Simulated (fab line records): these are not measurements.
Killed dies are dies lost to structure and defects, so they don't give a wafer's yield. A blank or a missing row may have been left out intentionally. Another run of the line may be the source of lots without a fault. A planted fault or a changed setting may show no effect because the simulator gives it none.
Which tool was responsible? / flow nand-harc / Sampling: 14 lots, 40 wafers, 5 of 1159 route steps

WHAT THE GAUGES READ, wafer by wafer
NHARC_A_ONON_D1_THK_MEAS_18: measures by ellipsometry. Usual: thk-nm at 1001 nm, with a standard deviation of 10.
lot=L856; measured=day 8 08:44; on=film-metro-01; thk-nm (nm)=991 989 990; flag=
lot=L857; measured=day 8 08:45; on=film-metro-02; thk-nm (nm)=1008 1010 1010; flag=
lot=L859; measured=day 8 23:44; on=film-metro-02; thk-nm (nm)=991 991 991; flag=
lot=L858; measured=day 8 23:46; on=film-metro-01; thk-nm (nm)=998 998 998; flag=
lot=L860; measured=day 9 07:03; on=film-metro-02; thk-nm (nm)=1015 1014 1013; flag=
lot=L861; measured=day 9 18:46; on=film-metro-02; thk-nm (nm)=1016 1017 1014; flag=
lot=L867; measured=day 11 05:40; on=film-metro-01; thk-nm (nm)=1021 1022; flag=
lot=L866; measured=day 11 10:43; on=film-metro-02; thk-nm (nm)=1004 1006; flag=
lot=L873; measured=day 12 05:54; on=film-metro-02; thk-nm (nm)=1006 1007 1006; flag=
lot=L874; measured=day 12 11:54; on=film-metro-02; thk-nm (nm)=991 992 991; flag=
lot=L875; measured=day 12 11:55; on=film-metro-01; thk-nm (nm)=998 999 995; flag=
lot=L876; measured=day 13 04:58; on=film-metro-01; thk-nm (nm)=1001 999 1001; flag=
lot=L877; measured=day 13 04:59; on=film-metro-02; thk-nm (nm)=995 991 992; flag=
lot=L878; measured=day 13 23:10; on=film-metro-02; thk-nm (nm)=1000 999 998; flag=

NHARC_A_ONON_D1_THK_MEAS_30: measures by ellipsometry. Usual: thk-nm at 998 nm, with a standard deviation of 9.3.
lot=L856; measured=day 8 11:03; on=film-metro-02; thk-nm (nm)=1007 1008 1008; flag=
lot=L857; measured=day 8 11:01; on=film-metro-01; thk-nm (nm)=999 999 998; flag=
lot=L859; measured=day 9 02:01; on=film-metro-02; thk-nm (nm)=989 989 989; flag=
lot=L858; measured=day 9 02:02; on=film-metro-01; thk-nm (nm)=987 987 985; flag=
lot=L860; measured=day 9 09:19; on=film-metro-01; thk-nm (nm)=995 993 993; flag=
lot=L861; measured=day 9 21:05; on=film-metro-02; thk-nm (nm)=1009 1012 1009; flag=
lot=L867; measured=day 11 07:56; on=film-metro-02; thk-nm (nm)=989 1537; flag=OFF
lot=L866; measured=day 11 13:00; on=film-metro-01; thk-nm (nm)=1544 996; flag=OFF
lot=L873; measured=day 12 08:12; on=film-metro-01; thk-nm (nm)=994 994 995; flag=
lot=L874; measured=day 12 14:10; on=film-metro-02; thk-nm (nm)=1023 1022 1020; flag=
lot=L875; measured=day 12 14:13; on=film-metro-01; thk-nm (nm)=1003 1001 1002; flag=
lot=L876; measured=day 13 07:14; on=film-metro-01; thk-nm (nm)=987 985 985; flag=
lot=L877; measured=day 13 07:16; on=film-metro-02; thk-nm (nm)=993 994 994; flag=
lot=L878; measured=day 14 01:29; on=film-metro-02; thk-nm (nm)=998 998 998; flag=

NHARC_END_SORT_01. Usual: killed-at-array 25, standard deviation 9.2; killed-at-other 0.8, standard deviation 1.2; killed-at-periphery 3.9, standard deviation 2.6; killed-dies 30, standard deviation 9.7; killed-open 3.4, standard deviation 1.9; killed-short 2.0, standard deviation 1.4.
lot=L867; measured=day 22 11:11; on=prober-01; killed-at-array=26 669; killed-at-other=1 1; killed-at-periphery=2 7; killed-dies=29 677; killed-open=1 3; killed-short=1 3; flag=OFF
lot=L866; measured=day 22 16:44; on=prober-02; killed-at-array=673 34; killed-at-other=2 1; killed-at-periphery=2 2; killed-dies=677 37; killed-open=4 2; killed-short=5 1; flag=OFF

WHICH TOOL RAN EACH LOT (tool, then ch and the chambers of the sampled wafers, then the start)
lot=L856; NHARC_A_ONON_D1_DEP_28=pecvd-onon-01 ch 0, day 8 10:32; NHARC_A_CHANNEL_HOLE_D1_ETCH_34=rie-diel-03 ch 0,1,2, no start
lot=L857; NHARC_A_ONON_D1_DEP_28=pecvd-onon-02 ch 0, day 8 10:34; NHARC_A_CHANNEL_HOLE_D1_ETCH_34=rie-diel-09 ch 1,2,3, no start
lot=L859; NHARC_A_ONON_D1_DEP_28=pecvd-onon-02 ch 0, day 9 01:30; NHARC_A_CHANNEL_HOLE_D1_ETCH_34=rie-diel-09 ch 0,3, no start
lot=L858; NHARC_A_ONON_D1_DEP_28=pecvd-onon-01 ch 0, day 9 01:32; NHARC_A_CHANNEL_HOLE_D1_ETCH_34=rie-diel-12 ch 1,2,3, no start
lot=L860; NHARC_A_ONON_D1_DEP_28=pecvd-onon-03 ch 0, day 9 08:49; NHARC_A_CHANNEL_HOLE_D1_ETCH_34=rie-diel-03 ch 0,1,2, no start
lot=L861; NHARC_A_ONON_D1_DEP_28=pecvd-onon-02 ch 0, day 9 20:41; NHARC_A_CHANNEL_HOLE_D1_ETCH_34=rie-diel-12 ch 0,1,2, no start
lot=L867; NHARC_A_ONON_D1_DEP_28=pecvd-onon-02 ch 0, day 11 07:25; NHARC_A_CHANNEL_HOLE_D1_ETCH_34=rie-diel-03 ch 0, day 22 11:11 or earlier
lot=L866; NHARC_A_ONON_D1_DEP_28=pecvd-onon-02 ch 0, day 11 12:43; NHARC_A_CHANNEL_HOLE_D1_ETCH_34=rie-diel-12 ch 0, day 22 16:44 or earlier
lot=L873; NHARC_A_ONON_D1_DEP_28=pecvd-onon-03 ch 0, day 12 07:41; NHARC_A_CHANNEL_HOLE_D1_ETCH_34=rie-diel-03 ch 0,2,3, no start
lot=L874; NHARC_A_ONON_D1_DEP_28=pecvd-onon-03 ch 0, day 12 13:43; NHARC_A_CHANNEL_HOLE_D1_ETCH_34=rie-diel-09 ch 0,1,2, no start
lot=L875; NHARC_A_ONON_D1_DEP_28=pecvd-onon-01 ch 0, day 12 13:42; NHARC_A_CHANNEL_HOLE_D1_ETCH_34=rie-diel-12 ch 0,2, no start
lot=L876; NHARC_A_ONON_D1_DEP_28=pecvd-onon-03 ch 0, day 13 06:51; NHARC_A_CHANNEL_HOLE_D1_ETCH_34=rie-diel-12 ch 2,3, no start
lot=L877; NHARC_A_ONON_D1_DEP_28=pecvd-onon-01 ch 0, day 13 06:45; NHARC_A_CHANNEL_HOLE_D1_ETCH_34=rie-diel-09 ch 1,2,3, no start
lot=L878; NHARC_A_ONON_D1_DEP_28=pecvd-onon-02 ch 0, day 14 01:01; NHARC_A_CHANNEL_HOLE_D1_ETCH_34=rie-diel-09 ch 0,1,2, no start
- NHARC_A_ONON_D1_DEP_28: target thk 1000 nm.
- NHARC_A_CHANNEL_HOLE_D1_ETCH_34: etches the open film in CF4/CHF3, target depth 154 nm, time 77 s.

AS READ BY THE TOOLS THEMSELVES (means over the sampled wafers that have a number; for cases with no such wafer, the mark the record gives instead)
NHARC_A_ONON_D1_DEP_28. Usual: nh3-flow-sccm at 500.2 sccm, with a standard deviation of 1.3.
lot=L856; tool=pecvd-onon-01; nh3-flow-sccm (sccm)=501.1; flag=
lot=L857; tool=pecvd-onon-02; nh3-flow-sccm (sccm)=499.3; flag=
lot=L859; tool=pecvd-onon-02; nh3-flow-sccm (sccm)=500.6; flag=
lot=L858; tool=pecvd-onon-01; nh3-flow-sccm (sccm)=498.1; flag=
lot=L860; tool=pecvd-onon-03; nh3-flow-sccm (sccm)=501.3; flag=
lot=L861; tool=pecvd-onon-02; nh3-flow-sccm (sccm)=501.5; flag=
lot=L867; tool=pecvd-onon-02; nh3-flow-sccm (sccm)=500.0; flag=
lot=L866; tool=pecvd-onon-02; nh3-flow-sccm (sccm)=499.0; flag=
lot=L873; tool=pecvd-onon-03; nh3-flow-sccm (sccm)=500.8; flag=
lot=L874; tool=pecvd-onon-03; nh3-flow-sccm (sccm)=498.7; flag=
lot=L875; tool=pecvd-onon-01; nh3-flow-sccm (sccm)=500.4; flag=
lot=L876; tool=pecvd-onon-03; nh3-flow-sccm (sccm)=500.8; flag=
lot=L877; tool=pecvd-onon-01; nh3-flow-sccm (sccm)=500.2; flag=
lot=L878; tool=pecvd-onon-02; nh3-flow-sccm (sccm)=498.8; flag=

NHARC_A_CHANNEL_HOLE_D1_ETCH_34. Usual: drypump-motor-current-A 5.6 A, standard deviation 0.35; oes-product-au 0.953 a.u., standard deviation 0.025; rf-vpp-V 371.9 V, standard deviation 2.5; showerhead-plenum-p-Torr 1.61 Torr, standard deviation 0.069; throttle-valve-pct 16.803 %, standard deviation 0.0088.
lot=L856; tool=rie-diel-03; drypump-motor-current-A (A)=5.7; oes-product-au (a.u.)=0.920; rf-vpp-V (V)=371.8; showerhead-plenum-p-Torr (Torr)=1.61; throttle-valve-pct (%)=16.801; flag=
lot=L857; tool=rie-diel-09; drypump-motor-current-A (A)=5.5; oes-product-au (a.u.)=0.914; rf-vpp-V (V)=372.4; showerhead-plenum-p-Torr (Torr)=1.63; throttle-valve-pct (%)=16.800; flag=
lot=L859; tool=rie-diel-09; drypump-motor-current-A (A)=5.3; oes-product-au (a.u.)=0.970; rf-vpp-V (V)=373.1; showerhead-plenum-p-Torr (Torr)=1.65; throttle-valve-pct (%)=16.799; flag=
lot=L858; tool=rie-diel-12; drypump-motor-current-A (A)=5.7; oes-product-au (a.u.)=0.980; rf-vpp-V (V)=372.0; showerhead-plenum-p-Torr (Torr)=1.60; throttle-valve-pct (%)=16.803; flag=
lot=L860; tool=rie-diel-03; drypump-motor-current-A (A)=5.7; oes-product-au (a.u.)=0.972; rf-vpp-V (V)=372.2; showerhead-plenum-p-Torr (Torr)=1.61; throttle-valve-pct (%)=16.807; flag=
lot=L861; tool=rie-diel-12; drypump-motor-current-A (A)=5.5; oes-product-au (a.u.)=0.985; rf-vpp-V (V)=371.8; showerhead-plenum-p-Torr (Torr)=1.60; throttle-valve-pct (%)=16.797; flag=
lot=L867; tool=rie-diel-03; drypump-motor-current-A (A)=5.7; oes-product-au (a.u.)=0.982; rf-vpp-V (V)=373.9; showerhead-plenum-p-Torr (Torr)=1.67; throttle-valve-pct (%)=16.788; flag=
lot=L866; tool=rie-diel-12; drypump-motor-current-A (A)=5.5; oes-product-au (a.u.)=0.947; rf-vpp-V (V)=372.5; showerhead-plenum-p-Torr (Torr)=1.66; throttle-valve-pct (%)=16.803; flag=
lot=L873; tool=rie-diel-03; drypump-motor-current-A (A)=5.8; oes-product-au (a.u.)=0.964; rf-vpp-V (V)=370.1; showerhead-plenum-p-Torr (Torr)=1.55; throttle-valve-pct (%)=16.804; flag=
lot=L874; tool=rie-diel-09; drypump-motor-current-A (A)=5.4; oes-product-au (a.u.)=0.968; rf-vpp-V (V)=371.9; showerhead-plenum-p-Torr (Torr)=1.61; throttle-valve-pct (%)=16.796; flag=
lot=L875; tool=rie-diel-12; drypump-motor-current-A (A)=5.6; oes-product-au (a.u.)=0.924; rf-vpp-V (V)=373.6; showerhead-plenum-p-Torr (Torr)=1.66; throttle-valve-pct (%)=16.799; flag=
lot=L876; tool=rie-diel-12; drypump-motor-current-A (A)=6.1; oes-product-au (a.u.)=0.927; rf-vpp-V (V)=374.2; showerhead-plenum-p-Torr (Torr)=1.67; throttle-valve-pct (%)=16.807; flag=
lot=L877; tool=rie-diel-09; drypump-motor-current-A (A)=5.5; oes-product-au (a.u.)=0.964; rf-vpp-V (V)=372.2; showerhead-plenum-p-Torr (Torr)=1.63; throttle-valve-pct (%)=16.808; flag=
lot=L878; tool=rie-diel-09; drypump-motor-current-A (A)=5.4; oes-product-au (a.u.)=0.952; rf-vpp-V (V)=371.1; showerhead-plenum-p-Torr (Torr)=1.61; throttle-valve-pct (%)=16.798; flag=

THE ANSWER, worked out from the rows above alone
Rule: take the mean of a lot's wafers that have a number; if it is more than 3 standard deviations from the usual mean, the lot is off. Also off: a lot with no number at a reading for which 4 or more lots have one. Where the step has rows for the other lots, those lots are counted as sound. Order of review: gauges by route order, followed by the tools' own readings, for which a lot's mean as printed above is used. The first step at which some lot is off is used, and at that step the reading that is off furthest; a lot without a number counts as furthest.
Off: L867, L866, at NHARC_A_ONON_D1_THK_MEAS_30 (thk-nm).
If a tool, at a process step before that reading, ran all the lots that are off and no sound lot after the first of them, it fits. The gauges at NHARC_A_ONON_D1_THK_MEAS_30 aren't tried: what is off there is off at NHARC_END_SORT_01 too, on other tools, and a gauge's error can't cause that. Not one of the candidates tried fits.

WHAT THE SIMULATOR HAD INSERTED
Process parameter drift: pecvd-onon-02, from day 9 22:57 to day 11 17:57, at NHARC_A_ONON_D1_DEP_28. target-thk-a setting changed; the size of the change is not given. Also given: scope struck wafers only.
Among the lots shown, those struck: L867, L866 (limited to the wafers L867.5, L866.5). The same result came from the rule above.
